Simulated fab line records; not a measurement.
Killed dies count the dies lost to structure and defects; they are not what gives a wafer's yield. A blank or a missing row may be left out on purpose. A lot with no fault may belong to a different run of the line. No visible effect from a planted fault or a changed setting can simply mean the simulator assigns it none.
Code-filled problem report in 8D (eight disciplines) form | flow nand_harc | the parts of the form that need people (team, actions taken, sign-off) are left out

== 1. WHAT IS WRONG ==
NHARC_END_SORT_01, defect_limited_yield: mean 76 % over 1 wafer from 1 lot; wafers with no fault: 91 %, standard deviation 3. Measured from the usual mean, that is -5.0 standard deviations.
The first sign was on wafer L975.1 at day 29 05:33, on prober-01. Wafers with a number at this step in the record: 15, from 5 lots. Rule for "out" (also "out of limits"): further than 4 standard deviations from the usual mean. All remaining wafers that have a number are taken as sound.

== 2. WHAT THIS IS AND IS NOT ==
question                    | is                                                 | is not
which readings at this step | defect_limited_yield, killed_at_array, killed_dies | killed_at_other, killed_at_periphery, killed_open, killed_short
which lots                  | L975                                               | L962, L965, L969, L977
which wafers of those lots  | L975.1                                             | L975.2, L975.6
read on which gauges        | prober-01                                          | prober-02
when                        | from day 29 05:33                                  | up to then (9 sound wafers); but 5 sound wafers of L975, L977 came after

== 3. SUSPECTS, AND WHAT RULES EACH OUT ==
Counting: if a tool at a process step up to the reading ran every lot that is out, it stays a suspect. Sound lots after the first of them don't rule it out here, since some wafers of a struck lot are sound.
- the gauge at NHARC_END_SORT_01: kept. All the wafers that are out were read on prober-01, and no step on other tools shows them out.
- pecvd-04 at NHARC_A_M1_PRE_CLEAN_32 (time 12 s): kept. The lot that is out, L975, ran on it at day 27 20:26; the last sound lot it ran before that was L969, at day 25 17:02.
- cmp-04 at NHARC_A_BONDPAD_CMP_19 (polishes, t overpolish 30 s, cu recess touch 16 s, target thk 169.82 nm): kept. The lot that is out, L975, ran on it at day 28 00:24; the last sound lot it ran before that was L969, at day 25 21:14.
- plasma_asher-01 at NHARC_THIN_TSV_STRIP_45 (strips in O2): kept. The lot that is out, L975, ran on it at day 28 15:41; the last sound lot it ran before that was L969, at day 26 10:56.
- cmp-01 at NHARC_THIN_TSV_CMP_21 (polishes, t overpolish 30 s, target thk 2000 nm): kept. It ran the lot that is out, L975 (day 28 19:00).
- Within pecvd-04 at NHARC_A_M1_PRE_CLEAN_32, the wafers that are out were processed in chamber 0 and their sound lot-mates in chamber 2.
- At NHARC_THIN_TSV_CMP_21, inside cmp-01: chamber 2 took the wafers that are out, while their sound lot-mates went through chambers 1, 3.
Left after counting: pecvd-04 at NHARC_A_M1_PRE_CLEAN_32, cmp-04 at NHARC_A_BONDPAD_CMP_19, plasma_asher-01 at NHARC_THIN_TSV_STRIP_45, cmp-01 at NHARC_THIN_TSV_CMP_21, prober-01 at NHARC_END_SORT_01.

== 4. THE CAUSE (what the simulator had put in) ==
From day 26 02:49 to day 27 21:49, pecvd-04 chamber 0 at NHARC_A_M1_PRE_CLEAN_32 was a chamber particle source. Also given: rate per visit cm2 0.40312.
Counting left 5 suspects, and this tool is among them.

== 5. THE EFFECT CHAIN, in route order ==
Each row: a reading where the mean over the struck wafers with a number is more than 3 standard deviations away from the usual. Only readings whose record carries a usual standard deviation are examined. hours: median over the lots of the time between each lot's start at the first step of this table that gives one and its start at this step. sigmas: the change, counted in usual standard deviations.
hours | step              | reading              | usual | on struck wafers | change | sigmas
0     | NHARC_END_SORT_01 | defect_limited_yield | 91 %  | 76               | -15    | -5.0
0     | NHARC_END_SORT_01 | killed_at_array      | 56    | 154              | +98    | +4.9
0     | NHARC_END_SORT_01 | killed_dies          | 60    | 160              | +100   | +5.0

== 6. WHAT WOULD HAVE CAUGHT IT SOONER ==
The first out-of-limits reading at a measuring or inspecting step in this record came at day 29 05:33, 75 hours after the fault's start at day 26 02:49.
An alarm limit of 4 standard deviations would not have fired on the tool readings at NHARC_A_M1_PRE_CLEAN_32 for which the record gives a usual standard deviation, since none of them was out on any struck wafer.
By day 29 05:33 the whole set of lots that are out, 1 in number, had already begun NHARC_A_M1_PRE_CLEAN_32 on pecvd-04. Tool hold at that time: it would have spared none of them.
